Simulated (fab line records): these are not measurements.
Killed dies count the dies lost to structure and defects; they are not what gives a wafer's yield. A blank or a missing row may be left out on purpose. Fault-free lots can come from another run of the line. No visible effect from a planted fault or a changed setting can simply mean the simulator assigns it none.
Matching of chambers :: flow n5Finfet :: N5_BEOL_M10_DEP_56 on pecvd-04 has 3 sister chambers
The step deposits SiCN from 3MS/NH3, target thk 15 nm, time 26.5 s. 6 wafers are shown with their chamber, then 10 later ones without.

WAFERS, EACH WITH ITS CHAMBER
wafer: L080.5
chamber: 2
throttleValvePct (%): 9.1
showerheadPlenumPTorr (Torr): 3.685

wafer: L079.1
chamber: 2
throttleValvePct (%): 9.0
showerheadPlenumPTorr (Torr): 3.696

wafer: L087.2
chamber: 0
throttleValvePct (%): 9.2
showerheadPlenumPTorr (Torr): 3.646

wafer: L087.5
chamber: 0
throttleValvePct (%): 8.9
showerheadPlenumPTorr (Torr): 3.654

wafer: L086.2
chamber: 1
throttleValvePct (%): 10.3
showerheadPlenumPTorr (Torr): 3.680

wafer: L086.4
chamber: 1
throttleValvePct (%): 10.2
showerheadPlenumPTorr (Torr): 3.680

WAFERS WITHOUT THEIR CHAMBER
wafer: L086.5
throttleValvePct (%): 10.2
showerheadPlenumPTorr (Torr): 3.678

wafer: L090.2
throttleValvePct (%): 9.2
showerheadPlenumPTorr (Torr): 3.654

wafer: L090.4
throttleValvePct (%): 9.2
showerheadPlenumPTorr (Torr): 3.650

wafer: L090.6
throttleValvePct (%): 9.3
showerheadPlenumPTorr (Torr): 3.692

wafer: L088.2
throttleValvePct (%): 9.0
showerheadPlenumPTorr (Torr): 3.656

wafer: L088.3
throttleValvePct (%): 8.9
showerheadPlenumPTorr (Torr): 3.658

wafer: L088.6
throttleValvePct (%): 9.1
showerheadPlenumPTorr (Torr): 3.692

wafer: L093.2
throttleValvePct (%): 9.5
showerheadPlenumPTorr (Torr): 3.678

wafer: L093.4
throttleValvePct (%): 9.0
showerheadPlenumPTorr (Torr): 3.684

wafer: L093.6
throttleValvePct (%): 9.3
showerheadPlenumPTorr (Torr): 3.644

CHAMBER TAKEN BY EACH
wafer: L086.5
from the rows above: 1
in truth: 1

wafer: L090.2
from the rows above: 0
in truth: 0

wafer: L090.4
from the rows above: 0
in truth: 0

wafer: L090.6
from the rows above: 2
in truth: 2

wafer: L088.2
from the rows above: 0
in truth: 0

wafer: L088.3
from the rows above: 0
in truth: 0

wafer: L088.6
from the rows above: 2
in truth: 2

wafer: L093.2
from the rows above: can't be placed: 2 or 1
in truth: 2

wafer: L093.4
from the rows above: 2
in truth: 2

wafer: L093.6
from the rows above: 0
in truth: 0
Correctly placed: 9 of 10. These rows do not allow placing 1 (true chamber among the candidates in 1). Wrongly placed: 0.
How it was worked out, from the rows above alone: a wafer's distance from a chamber is the root of the sum, over the readings, of the square of ((its reading less the chamber's mean) divided by the reading's scatter). If the next closest chamber is less than 2 further off than the closest, the wafer can't be placed; otherwise it belongs to the closest. For every chamber, the mean is computed from those of its wafers that are shown. The scatter is the square root of a quotient: the sum, over the shown wafers, of each reading's squared deviation from its chamber's mean, divided by wafers minus chambers.
